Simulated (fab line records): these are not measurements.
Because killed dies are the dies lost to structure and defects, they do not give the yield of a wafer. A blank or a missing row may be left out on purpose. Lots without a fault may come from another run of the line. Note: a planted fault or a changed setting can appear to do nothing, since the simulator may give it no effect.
Chamber matching / flow n5Finfet / rieDiel-04 running N5_BEOL_M5_STRIP_64: 4 sister chambers
The step strips in CF4. 14 wafers are shown with their chamber, then 7 later ones without.

WAFERS WITH THEIR CHAMBER
wafer=L074.1; chamber=0; drypumpMotorCurrentA (A)=6.3; showerheadPlenumPTorr (Torr)=1.77; oesProductAu (a.u.)=0.66
wafer=L074.2; chamber=3; drypumpMotorCurrentA (A)=5.4; showerheadPlenumPTorr (Torr)=1.81; oesProductAu (a.u.)=0.79
wafer=L074.5; chamber=2; drypumpMotorCurrentA (A)=5.6; showerheadPlenumPTorr (Torr)=1.74; oesProductAu (a.u.)=0.82
wafer=L075.1; chamber=3; drypumpMotorCurrentA (A)=5.5; showerheadPlenumPTorr (Torr)=1.81; oesProductAu (a.u.)=0.78
wafer=L075.2; chamber=1; drypumpMotorCurrentA (A)=5.5; showerheadPlenumPTorr (Torr)=1.85; oesProductAu (a.u.)=0.68
wafer=L075.3; chamber=2; drypumpMotorCurrentA (A)=5.6; showerheadPlenumPTorr (Torr)=1.74; oesProductAu (a.u.)=0.82
wafer=L078.4; chamber=2; drypumpMotorCurrentA (A)=5.6; showerheadPlenumPTorr (Torr)=1.73; oesProductAu (a.u.)=0.79
wafer=L078.5; chamber=1; drypumpMotorCurrentA (A)=5.6; showerheadPlenumPTorr (Torr)=1.84; oesProductAu (a.u.)=0.67
wafer=L078.6; chamber=0; drypumpMotorCurrentA (A)=6.3; showerheadPlenumPTorr (Torr)=1.77; oesProductAu (a.u.)=0.91
wafer=L089.2; chamber=1; drypumpMotorCurrentA (A)=5.5; showerheadPlenumPTorr (Torr)=1.84; oesProductAu (a.u.)=0.66
wafer=L089.3; chamber=0; drypumpMotorCurrentA (A)=6.3; showerheadPlenumPTorr (Torr)=1.76; oesProductAu (a.u.)=0.87
wafer=L089.6; chamber=0; drypumpMotorCurrentA (A)=6.3; showerheadPlenumPTorr (Torr)=1.76; oesProductAu (a.u.)=0.88
wafer=L092.3; chamber=2; drypumpMotorCurrentA (A)=5.6; showerheadPlenumPTorr (Torr)=1.73; oesProductAu (a.u.)=0.77
wafer=L092.4; chamber=3; drypumpMotorCurrentA (A)=5.4; showerheadPlenumPTorr (Torr)=1.80; oesProductAu (a.u.)=0.76

SIGNATURES (averages over the wafers above)
reading=drypumpMotorCurrentA; chamber 0=6.300; chamber 1=5.533; chamber 2=5.600; chamber 3=5.433; scatter within a chamber=0.0365
reading=showerheadPlenumPTorr; chamber 0=1.7650; chamber 1=1.8433; chamber 2=1.7350; chamber 3=1.8067; scatter within a chamber=0.00577
reading=oesProductAu; chamber 0=0.8300; chamber 1=0.6700; chamber 2=0.8000; chamber 3=0.7767; scatter within a chamber=0.0647
Rule: distance of a wafer from a chamber = root of the sum over the readings of ((wafer's reading minus chamber's mean) / reading's scatter) squared. If the next closest chamber is less than 2 further off than the closest, the wafer can't be placed; otherwise it belongs to the closest. The scatter: the root of (the sum of the squares of (reading less its chamber's mean) over the shown wafers, divided by (wafers less chambers)).

WAFERS WITHOUT THEIR CHAMBER
wafer=L092.6; drypumpMotorCurrentA (A)=5.6; showerheadPlenumPTorr (Torr)=1.84; oesProductAu (a.u.)=0.65
wafer=L094.1; drypumpMotorCurrentA (A)=5.4; showerheadPlenumPTorr (Torr)=1.80; oesProductAu (a.u.)=0.75
wafer=L094.5; drypumpMotorCurrentA (A)=5.5; showerheadPlenumPTorr (Torr)=1.80; oesProductAu (a.u.)=0.75
wafer=L094.6; drypumpMotorCurrentA (A)=5.5; showerheadPlenumPTorr (Torr)=1.83; oesProductAu (a.u.)=0.66
wafer=L096.1; drypumpMotorCurrentA (A)=5.5; showerheadPlenumPTorr (Torr)=1.80; oesProductAu (a.u.)=0.75
wafer=L096.2; drypumpMotorCurrentA (A)=6.3; showerheadPlenumPTorr (Torr)=1.76; oesProductAu (a.u.)=0.85
wafer=L096.3; drypumpMotorCurrentA (A)=5.6; showerheadPlenumPTorr (Torr)=1.73; oesProductAu (a.u.)=0.77

THE CHAMBER EACH PASSED THROUGH
wafer=L092.6; from the rows above=1; in truth=1
wafer=L094.1; from the rows above=3; in truth=3
wafer=L094.5; from the rows above=3; in truth=3
wafer=L094.6; from the rows above=1; in truth=1
wafer=L096.1; from the rows above=3; in truth=3
wafer=L096.2; from the rows above=0; in truth=0
wafer=L096.3; from the rows above=2; in truth=2
Correctly placed: 7 of 7. Left unplaced by these rows: 0. Wrongly placed: 0.
